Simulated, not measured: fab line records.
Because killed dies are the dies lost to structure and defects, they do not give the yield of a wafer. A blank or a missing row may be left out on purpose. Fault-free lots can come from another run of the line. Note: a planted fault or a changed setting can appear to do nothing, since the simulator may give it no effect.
A struck lot beside a sound one ; flow nand harc ; 14 out of 1302 route steps
Sound: wafers L923.1, L923.3, L923.6. Wafers struck: L931.1, L931.2, L931.5. At the end, the cause is stated.
Each step with rows lists, per side, the tool, then ch with its chambers, then its first start. Under that, the readings that differ: sound wafers ; struck wafers ; difference of the means ; sigmas: that difference in standard deviations of wafers without a fault.
alike: readings whose means differ by less than 2 such deviations, and words and numbers that are the same on both sides. not compared: withheld readings, readings that some wafer has no value for, bounds like >300 that may hide the same value, and numbers for which the record gives no deviation and whose values overlap.
A row with sigmas, a row that says differs or no value, or rows on one side alone: a step with any of these is where the two part. When numbers do not overlap yet have no deviation, they are printed without sigmas and do not part them. A reading missing from all wafers of one side parts the sides only when that side holds two or more wafers.

NHARC_P_CONTACT_PVD_32: deposits Ti, target thk 5 nm, time 17.7 s.
  sound on pvd sputter-01; struck on pvd sputter-03
  alike: substrate temp c, throttle valve pct
NHARC_P_CONTACT_ALD_22: deposits TiN, target thk 3 nm, pulse time 1 s, ald cycles 150.
  sound on ald metal-02 ch 0,1,3, day 7 03:51; struck on ald metal-02 ch 0,2,3, day 9 23:54
  alike: heater power w, precursor pulse height rel, susceptor temp C
  not compared: since wet clean h
NHARC_P_CONTACT_CVD_23: deposits W, target thk 200 nm, time 557 s.
  sound on cvd w-02 ch 0,1; struck on cvd w-02 ch 0,1
  alike: heater power w, susceptor temp C, throttle valve pct
  not compared: since wet clean h
NHARC_P_CONTACT_CMP_24: polishes, t overpolish 30 s, target thk 200 nm.
  sound on cmp-04 ch 1,2,3, day 7 04:44; struck on cmp-03 ch 1,2,3, day 10 00:43
  alike: motor current A, overpolish run s, time to endpoint s
then, 1 step without rows for these wafers: NHARC_P_CONTACT_SRD_26.
NHARC_P_CONTACT_INSPECT_27:
  struck on defect inspect-02, day 10 01:07; sound on defect inspect-02, day 7 05:05
  alike: raw defect count
then, 5 steps without rows for these wafers: NHARC_P_M0_DEP_00 (deposits SiOC, target thk 150 nm); NHARC_P_M0_DEHYDRATE_01 (time 120 s); NHARC_P_M0_HMDS_02 (time 30 s); NHARC_P_M0_COAT_33 (time 65 s); NHARC_P_M0_COAT_03 (resist thk 90 nm).
NHARC_P_M0_SOFTBAKE_04: time 55 s.
  sound on litho track-01 ch 0, day 7 05:00; struck on litho track-01 ch 0, day 10 01:00
reading;sound;struck;difference;sigmas
chill plate temp C (C);23.02 23.24 23.18;22.93 22.84 22.90;-0.26;-3
heater power total W (W);188.57 188.47 188.34;185.96 186.07 186.00;-2.45;-18
  alike: exhaust pa
then, 1 step without rows for these wafers: NHARC_P_M0_EBR_05.
-- the record jumps here: 18 days lie between the struck wafers' starts before and after (it left off in module P_M0 and takes up again in module END, whose first step shown is number 1302 of the route) --
NHARC_END_SORT_01:
  sound on prober-01 ch 0, day 25 10:44; struck on prober-01 ch 0, day 28 06:34
reading;sound;struck;difference;sigmas
defect limited yield (%);90.1 87.3 86.3;90.7 93.5 94.8;+5.1;+2
killed at array;65 84 87;59 39 30;-36;-2
killed dies;67 86 93;63 44 35;-35;-2
  alike: killed at other, killed at periphery, killed open, killed short

WHERE THEY PART
Last at NHARC_END_SORT_01 as far as this record goes, first at NHARC_P_M0_SOFTBAKE_04.

WHY: what the simulator had put in
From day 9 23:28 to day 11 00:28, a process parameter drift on litho track-01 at NHARC_P_M0_SOFTBAKE_04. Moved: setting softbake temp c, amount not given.
